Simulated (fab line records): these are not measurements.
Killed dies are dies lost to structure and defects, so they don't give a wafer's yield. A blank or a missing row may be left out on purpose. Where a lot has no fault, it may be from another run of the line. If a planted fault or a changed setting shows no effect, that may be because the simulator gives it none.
Matching of chambers	flow nand harc	NHARC_A_SGD_CUT_CMP_21 on cmp-01 has 4 sister chambers
The step polishes, target thk 148.19 nm. 20 wafers are shown with their chamber, then 10 later ones without.

EACH WAFER AND ITS CHAMBER
wafer	chamber	motor current A (A)	edge zone pressure frac	time to endpoint s (s)
L075.4	0	13.0	1.000	54.0
L075.5	0	12.6	0.997	53.5
L075.6	3	11.0	1.006	53.4
L079.2	0	12.8	1.006	52.6
L079.4	1	11.2	1.005	51.4
L079.6	0	12.2	0.998	49.4
L078.2	0	12.0	1.000	52.8
L078.4	1	11.4	1.001	49.9
L078.6	3	11.2	1.005	48.1
L083.3	2	9.7	0.996	48.0
L083.4	1	10.8	0.999	48.9
L083.5	3	10.9	0.999	48.0
L084.2	3	10.6	1.001	47.8
L084.4	1	11.3	0.996	46.4
L084.5	0	12.0	0.996	49.4
L087.2	3	10.8	0.997	48.3
L087.3	0	12.5	1.000	49.9
L087.6	3	11.1	1.001	47.5
L090.1	2	10.2	0.992	49.8
L090.4	0	12.5	0.996	49.4

SIGNATURES (means of the wafers above)
reading	chamber 0	chamber 1	chamber 2	chamber 3	scatter within a chamber
motor current A	12.450	11.175	9.950	10.933	0.305
edge zone pressure frac	0.99913	1.00025	0.99400	1.00150	0.0034
time to endpoint s	51.375	49.150	48.900	48.850	2.08
Rule: for each reading, subtract the chamber's mean from the wafer's reading, divide by that reading's scatter and square the result; add these up over the readings and take the root, which gives the wafer's distance from the chamber. The wafer belongs to the nearest chamber; if the next one is less than 2 further off, it can't be placed. How the scatter is found: for the shown wafers, subtract from each reading the mean of its chamber, square and add these, divide the total by (wafers less chambers), then take the root.

WAFERS MISSING THEIR CHAMBER
wafer	motor current A (A)	edge zone pressure frac	time to endpoint s (s)
L090.6	11.0	1.001	48.4
L092.1	11.0	1.008	48.1
L092.4	10.9	1.001	46.5
L092.6	10.9	1.006	46.0
L095.2	9.5	0.998	50.1
L095.3	10.7	1.002	52.7
L095.5	11.1	0.995	49.8
L096.1	10.2	1.004	50.8
L096.2	11.3	1.003	50.6
L096.4	11.9	1.006	50.0

THE CHAMBER EACH PASSED THROUGH
wafer	from the rows above	in truth
L090.6	can't be placed: 3 or 1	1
L092.1	can't be placed: 3 or 1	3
L092.4	can't be placed: 3 or 1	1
L092.6	can't be placed: 3 or 1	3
L095.2	2	2
L095.3	can't be placed: 3 or 1 or 2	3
L095.5	can't be placed: 1 or 3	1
L096.1	can't be placed: 3 or 2 or 1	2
L096.2	can't be placed: 1 or 3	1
L096.4	can't be placed: 0 or 1 or 3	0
Placed correctly: 1 of 10. Can't be placed from these rows: 9 (the true chamber is among the candidates in 9). Wrongly placed: 0.
